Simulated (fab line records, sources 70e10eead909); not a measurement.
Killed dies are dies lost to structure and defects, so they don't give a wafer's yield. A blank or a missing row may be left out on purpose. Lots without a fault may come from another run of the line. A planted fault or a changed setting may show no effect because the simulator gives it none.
Chamber matching | flow nand_harc | NHARC_A_CHANNEL_FILL_D2_ALD_25 on ald_hk-01: 4 sister chambers
The step deposits SiOx, target thk 60 nm, pulse time 10 s, ald cycles 600. 8 wafers are shown with their chamber, then 10 later ones without.

WAFERS WITH THEIR CHAMBER
wafer  | chamber | heater_power_w (W) | precursor_pulse_height_rel
L077.3 | 2       | 488                | 1.002
L081.4 | 1       | 516                | 1.019
L081.6 | 0       | 436                | 1.036
L083.2 | 0       | 443                | 0.983
L083.3 | 3       | 519                | 0.996
L083.4 | 1       | 504                | 1.006
L083.1 | 2       | 489                | 1.010
L083.5 | 3       | 516                | 1.033

WAFERS WITHOUT THEIR CHAMBER
wafer  | heater_power_w (W) | precursor_pulse_height_rel
L083.6 | 440                | 1.024
L084.3 | 532                | 1.033
L084.4 | 480                | 0.959
L084.5 | 495                | 1.004
L092.2 | 496                | 0.993
L092.5 | 491                | 0.992
L092.6 | 435                | 1.020
L094.2 | 480                | 0.978
L094.4 | 516                | 0.996
L094.5 | 484                | 1.029

WHICH CHAMBER EACH WENT THROUGH
wafer  | from the rows above     | in truth
L083.6 | 0                       | 0
L084.3 | can't be placed: 3 or 1 | 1
L084.4 | 2                       | 2
L084.5 | can't be placed: 2 or 1 | 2
L092.2 | can't be placed: 2 or 1 | 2
L092.5 | 2                       | 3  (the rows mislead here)
L092.6 | 0                       | 0
L094.2 | 2                       | 2
L094.4 | can't be placed: 3 or 1 | 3
L094.5 | 2                       | 2
Placed correctly: 5 of 10. Can't be placed from these rows: 4 (the true chamber is among the candidates in 4). Placed wrongly: 1.
How it was worked out, from the rows above alone: a wafer's distance from a chamber is the root of the sum, over the readings, of the square of ((its reading less the chamber's mean) divided by the reading's scatter). The wafer belongs to the nearest chamber; if the next one is less than 2 further off, it can't be placed. A chamber's mean is the mean of its shown wafers. The scatter: the root of (the sum of the squares of (reading less its chamber's mean) over the shown wafers, divided by (wafers less chambers)).
